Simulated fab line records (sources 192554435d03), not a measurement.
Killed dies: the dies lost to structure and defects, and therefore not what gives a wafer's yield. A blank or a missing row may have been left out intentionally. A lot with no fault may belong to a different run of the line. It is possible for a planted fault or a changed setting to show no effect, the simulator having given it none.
Struck lot and sound lot, side by side + flow n5_finfet + 28 steps out of a route of 1938
Sound: wafers L835.1, L835.2, L835.6. Struck: wafer L830.6; the same lot's L830.1 was not struck, so it is left out; see the end for the cause.
At each step with rows: each side's tool, then ch and its chambers, then its first start. Under that, the readings that differ: sound wafers + struck wafers + difference of the means + sigmas: that difference in standard deviations of wafers without a fault.
alike: readings with means less than 2 such deviations apart, plus words and numbers identical on both sides. not compared: withheld readings, readings lacking a value on some wafer, bounds such as >300 that could conceal the same value, and numbers that have no deviation in the record and whose values overlap.
A row with sigmas, a row that says differs or no value, or rows on one side alone: a step with any of these is where the two part. Non-overlapping numbers with no deviation appear without sigmas and do not part them. Lack of a reading on every wafer of one side parts them only where that side has two or more wafers.

first, 9 steps without rows for these wafers: N5_BEOL_M0_SAQP_EXPOSE_37 (exposes mask M0 CUT1, target cd 30 nm); N5_BEOL_M0_SAQP_PEB_38 (peb time 60 s); N5_BEOL_M0_SAQP_DEVELOP_39 (develop time 30 s); N5_BEOL_M0_SAQP_DESCUM_45 (chemistry O2, time 7 s); N5_BEOL_M0_SAQP_ETCH_88 (etches underlayer in N2/H2, target depth 6.5 nm, time 5.2 s); N5_BEOL_M0_SAQP_ETCH_73 (etches SiARC in CF4, target depth 19.5 nm, time 32.5 s); N5_BEOL_M0_SAQP_CUT_ETCH_46 (etches SOC in N2/H2, target depth 135 nm, overetch 27 nm, time 202.5 s); N5_BEOL_M0_SAQP_STRIP_74 (strips in N2/H2); N5_BEOL_M0_SAQP_STRIP_89 (strips in N2/H2).
N5_BEOL_M0_SAQP_ALD_48: deposits SiO2, target thk 20 nm, pulse time 1 s, co reactant pulse time 1 s.
  sound on ald_sin-04 ch 0,1,3, day 10 15:09; struck on ald_sin-01 ch 1, day 9 14:35
| reading                                       | sound             | struck | difference | sigmas |
|-----------------------------------------------|-------------------|--------|------------|--------|
| ald_cycles                                    | 139 139 139       | 94     | -45        |        |
| precursor_pulse_height_rel                    | 1.006 0.973 1.010 | 0.948  | -0.048     | -2     |
| model.SiO2_of_BEOL_M0_SAQP_ALD_48.thk_nm (nm) | 20 19.8 20        | 13.2   | -6.7       |        |
  alike: heater_power_w
then, 15 steps without rows for these wafers: N5_BEOL_M0_SAQP_ETCH_49 (etches SiO2 in CF4/O2, target depth 37 nm); N5_BEOL_M0_SAQP_STRIP_75 (strips in CF4); N5_BEOL_M0_CUTY_COAT_50 (time 60 s, resist thk 15 nm); N5_BEOL_M0_CUTY_COAT_51 (resist thk 150 nm); N5_BEOL_M0_CUTY_EBR_52; N5_BEOL_M0_CUTY_SOFTBAKE_53 (time 60 s); N5_BEOL_M0_CUTY_EXPOSE_54 (exposes mask M0 ABLK); N5_BEOL_M0_CUTY_PEB_55 (peb time 60 s); N5_BEOL_M0_CUTY_DEVELOP_56 (develop time 30 s); N5_BEOL_M0_CUTY_DESCUM_61 (chemistry O2, time 7.9 s); N5_BEOL_M0_CUTY_ETCH_62 (etches SiARC in CF4, time 58.5 s); N5_BEOL_M0_CUTY_ETCH_63 (etches SOC in N2/H2, target depth 82.7 nm, overetch 16.5 nm, time 124 s); N5_BEOL_M0_CUTY_STRIP_64 (strips in N2/H2); N5_BEOL_M0_ETCH_138 (etches SiCN in CH3F/O2, target depth 12 nm, time 31.6 s); N5_BEOL_M0_HM_OPEN_105 (chemistry Cl2/BCl3, target TiN, target depth 12 nm).
N5_BEOL_M0_STRIP_140: strips in CF4.
  sound on rie_diel-03 ch 0,1, day 10 16:54; struck on rie_diel-03 ch 3, day 9 16:21
| reading                                       | sound             | struck | difference | sigmas |
|-----------------------------------------------|-------------------|--------|------------|--------|
| throttle_valve_pct (%)                        | 13.92 14.08 14.08 | 13.40  | -0.63      | -3     |
| model.SiO2_of_BEOL_M0_SAQP_ALD_48.thk_nm (nm) | 12 11.6 11.6      | 7.8    | -3.9       |        |
  alike: drypump_motor_current_A, oes_product_au, rf_vpp_V, showerhead_plenum_p_Torr
  not compared: rf_hours_counter_h
then, 1 step without rows for these wafers: N5_BEOL_M0_STRIP_104 (strips in N2/H2).
N5_BEOL_M4_RC_MEAS_101:
  sound on prober-01 ch 0, day 12 22:20; struck on prober-01 ch 0, day 11 15:22
| reading       | sound          | struck | difference | sigmas |
|---------------|----------------|--------|------------|--------|
| SS_N (mV/dec) | 72.1 71.4 71.5 | 69.9   | -1.8       | -2     |
  alike: DIBL_N, DIBL_P, IOFF_N, IOFF_P, ION_N, ION_P, SS_P, VT_N, VT_P

== WHERE THEY PART ==
Earliest at N5_BEOL_M0_SAQP_ALD_48; latest, in this record, at N5_BEOL_M4_RC_MEAS_101.

WHY: whatever the simulator had introduced
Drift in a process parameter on ald_sin-01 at N5_BEOL_M0_SAQP_ALD_48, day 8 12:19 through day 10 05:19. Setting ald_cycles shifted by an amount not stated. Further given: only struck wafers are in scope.
